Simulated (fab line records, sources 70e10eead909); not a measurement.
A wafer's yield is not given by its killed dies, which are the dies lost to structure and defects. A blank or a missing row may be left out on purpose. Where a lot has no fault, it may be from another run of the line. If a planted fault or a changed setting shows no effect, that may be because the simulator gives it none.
Tool commonality check	flow nand_harc	48 wafers sampled across 14 lots

## REASON FOR OPENING
On 2 of the 14 lots, a flag is raised at NHARC_A_ONON_D2_THK_MEAS_21 on the reading thk_nm. Wafers without a fault read 998 nm, standard deviation 9.4.
Rule: flag the lot when none of its wafers has a number, or when each of its wafers that has one lies beyond 4 standard deviations from that mean. As for the other lots, they are considered sound.

lot	measured	on	thk_nm (nm), wafer by wafer	flag
L986	day 12 09:05	film_metro-01	992 994 995	
L990	day 14 02:55	film_metro-01	1000 999 999	
L989	day 14 02:55	film_metro-02	993 991 992	
L991	day 15 03:15	film_metro-02	986 987 987	
L992	day 15 08:38	film_metro-01	995 994 994	
L993	day 16 05:37	film_metro-01	1027 1027 1027	
L994	day 16 11:47	film_metro-02	1003 1003 1001	
L995	day 17 08:00	film_metro-02	995 992 994	
L101	day 19 01:32	film_metro-01	670 671 669 669 670 670	FLAGGED
L104	day 20 02:53	film_metro-02	980 981 978	
L103	day 20 02:53	film_metro-01	676 676 675 676 676 677	FLAGGED
L106	day 20 20:55	film_metro-02	1000 1002 1001	
L107	day 21 19:11	film_metro-01	997 996 997	
L109	day 22 20:29	film_metro-02	1000 1000 1000	
The numbers of the flagged lots are 673 nm on average: -325 nm against the usual, or -35 standard deviations.

## EACH LOT AND THE TOOL IT RAN ON
The record keeps 1 process step preceding the reading, out of 1302 steps on the route. Cell contents, in order: the tool; ch with the chambers the sampled wafers went through; the start.
lot	flag	NHARC_A_ONON_D2_DEP_19
L986		pecvd_onon-02 ch 0, day 12 08:34
L990		pecvd_onon-03 ch 0, day 14 02:24
L989		pecvd_onon-02 ch 0, day 14 02:28
L991		pecvd_onon-03 ch 0, day 15 02:54
L992		pecvd_onon-02 ch 0, day 15 08:08
L993		pecvd_onon-03 ch 0, day 16 05:07
L994		pecvd_onon-03 ch 0, day 16 11:23
L995		pecvd_onon-02 ch 0, day 17 07:28
L101	FLAGGED	pecvd_onon-02 ch 0, day 19 01:08
L104		pecvd_onon-03 ch 0, day 20 02:22
L103	FLAGGED	pecvd_onon-02 ch 0, day 20 02:22
L106		pecvd_onon-03 ch 0, day 20 20:28
L107		pecvd_onon-01 ch 0, day 21 18:41
L109		pecvd_onon-02 ch 0, day 22 20:02
What these steps do:
- NHARC_A_ONON_D2_DEP_19: target thk 1000 nm.
- NHARC_A_ONON_D2_THK_MEAS_21: measures by ellipsometry.

## FLAGGED AGAINST TOTAL, ONE TOOL AT A TIME (gauges that did the reading follow at the end)
step	tool	lots run	flagged	share of the flagged lots	sound lots run after its first flagged lot
NHARC_A_ONON_D2_DEP_19	pecvd_onon-01	1	0	none	-
NHARC_A_ONON_D2_DEP_19	pecvd_onon-02	7	2	all	1 (L109)
NHARC_A_ONON_D2_DEP_19	pecvd_onon-03	6	0	none	-
NHARC_A_ONON_D2_THK_MEAS_21	film_metro-01	7	2	all	1 (L107)
NHARC_A_ONON_D2_THK_MEAS_21	film_metro-02	7	0	none	-

## WHAT THE TABLE PERMITS
2 rows of the table ran every flagged lot: pecvd_onon-02 at NHARC_A_ONON_D2_DEP_19, film_metro-01 at NHARC_A_ONON_D2_THK_MEAS_21.
- pecvd_onon-02 at NHARC_A_ONON_D2_DEP_19 ran 7 lots, 2 of them flagged. Lots that were sound ran on it after the first flagged one (L109); a persistent fault on the entire tool would not allow that.
- film_metro-01 at NHARC_A_ONON_D2_THK_MEAS_21 ran 7 lots, 2 of them flagged. Lots that were sound ran on it after the first flagged one (L107); a persistent fault on the entire tool would not allow that.
No row of the table ran every flagged lot and no sound lot after the first.

## WHAT THE SIMULATOR PUT IN
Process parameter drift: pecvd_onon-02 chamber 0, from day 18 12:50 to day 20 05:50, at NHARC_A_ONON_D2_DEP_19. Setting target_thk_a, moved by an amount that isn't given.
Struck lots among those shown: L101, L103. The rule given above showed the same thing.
